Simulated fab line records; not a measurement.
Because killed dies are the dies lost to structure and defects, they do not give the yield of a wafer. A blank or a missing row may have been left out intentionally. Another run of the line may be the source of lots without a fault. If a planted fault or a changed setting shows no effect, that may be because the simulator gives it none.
Split-lot trial || flow n5Finfet || 7 lots, 39 wafers read, on a route of 1938 steps

## THE SPLIT
At N5_DUMMY_GATE_ETCH_32 (etches SiO2 in CF4, target depth 3.5 nm, time 3.9 s), the setting timeS was moved away from the recipe's 3.9 s on 12 of the 39 wafers read, by -33.5% to +50.9%. For the rest of the wafers, this setting stayed at what the recipe calls for.

The reading is taken at the split's own step.

## THE READING
etch.depthNm (the simulator's own value, which no gauge read), in nm, at N5_DUMMY_GATE_ETCH_32 (etches SiO2 in CF4, target depth 3.5 nm, time 3.9 s). The file does not state a usual value for it. Average 3.498 nm, standard deviation 0.048 nm, over the 27 wafers here run with the recipe.

{"wafer": "L075.1", "tool, chamber at the split": "rieSi-02, 2", "timeS as run, s": 3.9, "against the recipe": "recipe", "etch.depthNm, nm": 3.527, "against lot-mates on the recipe": "-"}
{"wafer": "L075.2", "tool, chamber at the split": "rieSi-02, 3", "timeS as run, s": 3.9, "against the recipe": "recipe", "etch.depthNm, nm": 3.451, "against lot-mates on the recipe": "-"}
{"wafer": "L075.3", "tool, chamber at the split": "rieSi-02, 1", "timeS as run, s": 5.504, "against the recipe": "+41.1%", "etch.depthNm, nm": 5.021, "against lot-mates on the recipe": "+1.547"}
{"wafer": "L075.4", "tool, chamber at the split": "rieSi-02, 1", "timeS as run, s": 5.504, "against the recipe": "+41.1%", "etch.depthNm, nm": 5.001, "against lot-mates on the recipe": "+1.527"}
{"wafer": "L075.5", "tool, chamber at the split": "rieSi-02, 2", "timeS as run, s": 5.504, "against the recipe": "+41.1%", "etch.depthNm, nm": 5.002, "against lot-mates on the recipe": "+1.528"}
{"wafer": "L075.6", "tool, chamber at the split": "rieSi-02, 3", "timeS as run, s": 3.9, "against the recipe": "recipe", "etch.depthNm, nm": 3.445, "against lot-mates on the recipe": "-"}
{"wafer": "L076.1", "tool, chamber at the split": "rieSi-02, 3", "timeS as run, s": 3.9, "against the recipe": "recipe", "etch.depthNm, nm": 3.451, "against lot-mates on the recipe": "-"}
{"wafer": "L076.2", "tool, chamber at the split": "rieSi-02, 0", "timeS as run, s": 3.9, "against the recipe": "recipe", "etch.depthNm, nm": 3.528, "against lot-mates on the recipe": "-"}
{"wafer": "L076.3", "tool, chamber at the split": "rieSi-02, 2", "timeS as run, s": 3.9, "against the recipe": "recipe", "etch.depthNm, nm": 3.53, "against lot-mates on the recipe": "-"}
{"wafer": "L076.4", "tool, chamber at the split": "rieSi-02, 2", "timeS as run, s": 3.9, "against the recipe": "recipe", "etch.depthNm, nm": 3.514, "against lot-mates on the recipe": "-"}
{"wafer": "L076.5", "tool, chamber at the split": "rieSi-02, 3", "timeS as run, s": 3.9, "against the recipe": "recipe", "etch.depthNm, nm": 3.426, "against lot-mates on the recipe": "-"}
{"wafer": "L076.6", "tool, chamber at the split": "rieSi-02, 0", "timeS as run, s": 3.9, "against the recipe": "recipe", "etch.depthNm, nm": 3.54, "against lot-mates on the recipe": "-"}
{"wafer": "L077.1", "tool, chamber at the split": "rieSi-05, 3", "timeS as run, s": 3.9, "against the recipe": "recipe", "etch.depthNm, nm": 3.456, "against lot-mates on the recipe": "-"}
{"wafer": "L077.2", "tool, chamber at the split": "rieSi-05, 2", "timeS as run, s": 3.9, "against the recipe": "recipe", "etch.depthNm, nm": 3.492, "against lot-mates on the recipe": "-"}
{"wafer": "L077.3", "tool, chamber at the split": "rieSi-05, 0", "timeS as run, s": 3.9, "against the recipe": "recipe", "etch.depthNm, nm": 3.579, "against lot-mates on the recipe": "-"}
{"wafer": "L077.4", "tool, chamber at the split": "rieSi-05, 1", "timeS as run, s": 3.9, "against the recipe": "recipe", "etch.depthNm, nm": 3.524, "against lot-mates on the recipe": "-"}
{"wafer": "L077.5", "tool, chamber at the split": "rieSi-05, 3", "timeS as run, s": 3.9, "against the recipe": "recipe", "etch.depthNm, nm": 3.455, "against lot-mates on the recipe": "-"}
{"wafer": "L077.6", "tool, chamber at the split": "rieSi-05, 2", "timeS as run, s": 3.9, "against the recipe": "recipe", "etch.depthNm, nm": 3.473, "against lot-mates on the recipe": "-"}
{"wafer": "L078.1", "tool, chamber at the split": "rieSi-06, 3", "timeS as run, s": 3.9, "against the recipe": "recipe", "etch.depthNm, nm": 3.573, "against lot-mates on the recipe": "-"}
{"wafer": "L078.2", "tool, chamber at the split": "rieSi-06, 0", "timeS as run, s": 4.625, "against the recipe": "+18.6%", "etch.depthNm, nm": 4.25, "against lot-mates on the recipe": "+0.721"}
{"wafer": "L078.3", "tool, chamber at the split": "rieSi-06, 1", "timeS as run, s": 3.9, "against the recipe": "recipe", "etch.depthNm, nm": 3.489, "against lot-mates on the recipe": "-"}
{"wafer": "L078.4", "tool, chamber at the split": "rieSi-06, 2", "timeS as run, s": 3.9, "against the recipe": "recipe", "etch.depthNm, nm": 3.524, "against lot-mates on the recipe": "-"}
{"wafer": "L078.5", "tool, chamber at the split": "rieSi-06, 0", "timeS as run, s": 4.625, "against the recipe": "+18.6%", "etch.depthNm, nm": 4.237, "against lot-mates on the recipe": "+0.708"}
{"wafer": "L078.6", "tool, chamber at the split": "rieSi-06, 3", "timeS as run, s": 4.625, "against the recipe": "+18.6%", "etch.depthNm, nm": 4.264, "against lot-mates on the recipe": "+0.735"}
{"wafer": "L093.2", "tool, chamber at the split": "rieSi-06, 1", "timeS as run, s": 3.9, "against the recipe": "recipe", "etch.depthNm, nm": 3.511, "against lot-mates on the recipe": "-"}
{"wafer": "L093.4", "tool, chamber at the split": "rieSi-06, 3", "timeS as run, s": 3.9, "against the recipe": "recipe", "etch.depthNm, nm": 3.596, "against lot-mates on the recipe": "-"}
{"wafer": "L093.5", "tool, chamber at the split": "rieSi-06, 2", "timeS as run, s": 3.9, "against the recipe": "recipe", "etch.depthNm, nm": 3.553, "against lot-mates on the recipe": "-"}
{"wafer": "L094.1", "tool, chamber at the split": "rieSi-02, 0", "timeS as run, s": 2.595, "against the recipe": "-33.5%", "etch.depthNm, nm": 2.323, "against lot-mates on the recipe": -1.141}
{"wafer": "L094.2", "tool, chamber at the split": "rieSi-02, 2", "timeS as run, s": 3.9, "against the recipe": "recipe", "etch.depthNm, nm": 3.509, "against lot-mates on the recipe": "-"}
{"wafer": "L094.3", "tool, chamber at the split": "rieSi-02, 1", "timeS as run, s": 2.595, "against the recipe": "-33.5%", "etch.depthNm, nm": 2.338, "against lot-mates on the recipe": -1.126}
{"wafer": "L094.4", "tool, chamber at the split": "rieSi-02, 3", "timeS as run, s": 3.9, "against the recipe": "recipe", "etch.depthNm, nm": 3.416, "against lot-mates on the recipe": "-"}
{"wafer": "L094.5", "tool, chamber at the split": "rieSi-02, 3", "timeS as run, s": 2.595, "against the recipe": "-33.5%", "etch.depthNm, nm": 2.287, "against lot-mates on the recipe": -1.177}
{"wafer": "L094.6", "tool, chamber at the split": "rieSi-02, 0", "timeS as run, s": 3.9, "against the recipe": "recipe", "etch.depthNm, nm": 3.467, "against lot-mates on the recipe": "-"}
{"wafer": "L097.1", "tool, chamber at the split": "rieSi-02, 0", "timeS as run, s": 5.886, "against the recipe": "+50.9%", "etch.depthNm, nm": 5.25, "against lot-mates on the recipe": "+1.776"}
{"wafer": "L097.2", "tool, chamber at the split": "rieSi-02, 3", "timeS as run, s": 3.9, "against the recipe": "recipe", "etch.depthNm, nm": 3.421, "against lot-mates on the recipe": "-"}
{"wafer": "L097.3", "tool, chamber at the split": "rieSi-02, 1", "timeS as run, s": 3.9, "against the recipe": "recipe", "etch.depthNm, nm": 3.51, "against lot-mates on the recipe": "-"}
{"wafer": "L097.4", "tool, chamber at the split": "rieSi-02, 2", "timeS as run, s": 3.9, "against the recipe": "recipe", "etch.depthNm, nm": 3.492, "against lot-mates on the recipe": "-"}
{"wafer": "L097.5", "tool, chamber at the split": "rieSi-02, 1", "timeS as run, s": 5.886, "against the recipe": "+50.9%", "etch.depthNm, nm": 5.292, "against lot-mates on the recipe": "+1.818"}
{"wafer": "L097.6", "tool, chamber at the split": "rieSi-02, 2", "timeS as run, s": 5.886, "against the recipe": "+50.9%", "etch.depthNm, nm": 5.247, "against lot-mates on the recipe": "+1.773"}

FIT RESULTS
A straight line over all 39 wafers: etch.depthNm changes by +0.0356 nm for each +1% of timeS; r = +1.00; the points scatter about the line by 0.052 nm.
The same after taking each lot's own level away (the mean of its wafers on the recipe; 39 wafers): +0.0357 nm for each +1%; r = +1.00; scatter 0.045 nm.
That fit puts the effect of the largest move of timeS on the reading at 1.8 nm.
The span of the lots' own levels, 3.4640 to 3.5533 nm, comes to 1.9 times the standard deviation stated above.
The two slopes are in agreement: the lot-to-lot level therefore moves the slope only a little.
Check: for one of the wafers moved furthest among these (+50.9%), held out of the fit, the line's prediction against its lot-mates is +1.84 nm. It came out at +1.78 nm against them.

## THE OTHER SPLITS THESE WAFERS WENT THROUGH
These wafers also went through other splits before the reading. Each is held against what the fit with the lots' levels taken away leaves over:
{"other split on the same wafers": "N5_ZERO_LAYER_DEVELOP_10 developTimeS", "wafers away from the commonest value": 12, "r with etch.depthNm (lot level and that fit taken away)": "+0.02"}
{"other split on the same wafers": "N5_FIN_SAQP_PECVD_06 timeS", "wafers away from the commonest value": 15, "r with etch.depthNm (lot level and that fit taken away)": -0.04}

## THE FILE'S OWN FIT
etch.depthNm changes by +0.0358 nm for each +1% of timeS, r = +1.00.
